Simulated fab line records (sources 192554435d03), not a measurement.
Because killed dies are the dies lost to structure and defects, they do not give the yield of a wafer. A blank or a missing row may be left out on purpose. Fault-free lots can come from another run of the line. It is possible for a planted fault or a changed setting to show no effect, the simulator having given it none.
Matching of chambers | flow n5-finfet | N5_FIN_CUT_CUT_ETCH_27 on rie-diel-06 has 4 sister chambers
The step etches SiO2 in CHF3/O2, target depth 4 nm, overetch 2 nm, time 4.9 s. 18 wafers are shown with their chamber, then 9 later ones without.

EACH WAFER AND ITS CHAMBER
wafer  | chamber | drypump-motor-current-A (A) | showerhead-plenum-p-Torr (Torr) | oes-product-au (a.u.)
L075.2 | 1       | 5.2                         | 2.48                            | 0.57
L075.4 | 3       | 5.2                         | 2.45                            | 0.72
L075.6 | 1       | 5.2                         | 2.48                            | 0.57
L076.1 | 1       | 5.2                         | 2.48                            | 0.56
L076.4 | 3       | 5.2                         | 2.45                            | 0.72
L076.6 | 1       | 5.2                         | 2.48                            | 0.56
L078.1 | 1       | 5.2                         | 2.48                            | 0.55
L078.3 | 2       | 6.4                         | 2.34                            | 0.64
L078.4 | 0       | 6.5                         | 2.50                            | 0.58
L079.1 | 1       | 5.2                         | 2.47                            | 0.56
L079.2 | 0       | 6.4                         | 2.50                            | 0.58
L079.6 | 3       | 5.2                         | 2.45                            | 0.70
L082.3 | 2       | 6.4                         | 2.34                            | 0.64
L082.5 | 3       | 5.2                         | 2.45                            | 0.69
L082.6 | 0       | 6.4                         | 2.49                            | 0.57
L086.2 | 3       | 5.2                         | 2.45                            | 0.69
L086.3 | 0       | 6.4                         | 2.49                            | 0.57
L086.6 | 0       | 6.4                         | 2.49                            | 0.57

SIGNATURES, as means of the wafers listed above
reading                  | chamber 0 | chamber 1 | chamber 2 | chamber 3 | scatter within a chamber
drypump-motor-current-A  | 6.420     | 5.200     | 6.400     | 5.200     | 0.0239
showerhead-plenum-p-Torr | 2.4940    | 2.4783    | 2.3400    | 2.4500    | 0.00381
oes-product-au           | 0.5740    | 0.5617    | 0.6400    | 0.7040    | 0.00972
Rule: a wafer lies at a distance from a chamber equal to the root of the sum of squares, over the readings, of (its reading less the chamber's mean, divided by the reading's scatter). The wafer belongs to the nearest chamber; if the next one is less than 2 further off, it can't be placed. How the scatter is found: for the shown wafers, subtract from each reading the mean of its chamber, square and add these, divide the total by (wafers less chambers), then take the root.

WAFERS WHOSE CHAMBER IS MISSING
wafer  | drypump-motor-current-A (A) | showerhead-plenum-p-Torr (Torr) | oes-product-au (a.u.)
L087.3 | 5.2                         | 2.47                            | 0.55
L087.4 | 6.4                         | 2.34                            | 0.63
L087.6 | 6.4                         | 2.34                            | 0.63
L089.2 | 5.2                         | 2.45                            | 0.68
L089.4 | 5.2                         | 2.47                            | 0.56
L089.5 | 6.4                         | 2.49                            | 0.58
L094.1 | 6.4                         | 2.33                            | 0.62
L094.2 | 5.2                         | 2.44                            | 0.66
L094.6 | 6.4                         | 2.49                            | 0.56

EACH ONE'S CHAMBER
wafer  | from the rows above | in truth
L087.3 | 1                   | 1
L087.4 | 2                   | 2
L087.6 | 2                   | 2
L089.2 | 3                   | 3
L089.4 | 1                   | 1
L089.5 | 0                   | 0
L094.1 | 2                   | 2
L094.2 | 3                   | 3
L094.6 | 0                   | 0
Placed correctly: 9 of 9. Not placeable from these rows: 0. Placed wrongly: 0.
